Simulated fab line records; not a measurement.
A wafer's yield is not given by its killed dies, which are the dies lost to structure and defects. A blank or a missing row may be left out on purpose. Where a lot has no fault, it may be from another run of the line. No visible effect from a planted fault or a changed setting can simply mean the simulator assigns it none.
Chamber matching | flow n5_finfet | N5_BEOL_M0_SAQP_MANDREL1_REMOVE_100 on rie_si-06 has 4 sister chambers
The step chemistry HBr/Cl2/O2, target a-Si, stops on SiNx, bt time 10 s. 8 wafers are shown with their chamber, then 8 later ones without.

EACH WAFER AND ITS CHAMBER
wafer  | chamber | drypump_motor_current_A (A) | throttle_valve_pct (%)
L075.4 | 1       | 5.5                         | 36.6
L075.5 | 0       | 6.6                         | 36.8
L076.2 | 1       | 5.5                         | 36.6
L078.5 | 2       | 6.5                         | 36.5
L079.1 | 3       | 5.8                         | 36.3
L079.5 | 2       | 6.5                         | 36.4
L079.6 | 3       | 5.8                         | 36.3
L083.1 | 0       | 6.7                         | 36.8

WAFERS WITH NO CHAMBER GIVEN
wafer  | drypump_motor_current_A (A) | throttle_valve_pct (%)
L083.2 | 5.5                         | 36.6
L083.4 | 6.7                         | 36.8
L086.2 | 6.6                         | 36.8
L086.3 | 6.5                         | 36.5
L086.5 | 6.5                         | 36.5
L094.1 | 6.6                         | 36.8
L094.2 | 5.5                         | 36.6
L094.6 | 5.5                         | 36.6

WHICH CHAMBER EACH ONE RAN IN
wafer  | from the rows above | in truth
L083.2 | 1                   | 1
L083.4 | 0                   | 0
L086.2 | 0                   | 0
L086.3 | 2                   | 2
L086.5 | 2                   | 2
L094.1 | 0                   | 0
L094.2 | 1                   | 1
L094.6 | 1                   | 1
Placed correctly: 8 of 8. Not placeable from these rows: 0. Wrongly placed: 0.
How it was worked out, from the rows above alone: a wafer's distance from a chamber is the root of the sum, over the readings, of the square of ((its reading less the chamber's mean) divided by the reading's scatter). The wafer belongs to the nearest chamber; if the next one is less than 2 further off, it can't be placed. Each chamber's mean is taken over the wafers shown for it. The scatter: the root of (the sum of the squares of (reading less its chamber's mean) over the shown wafers, divided by (wafers less chambers)).
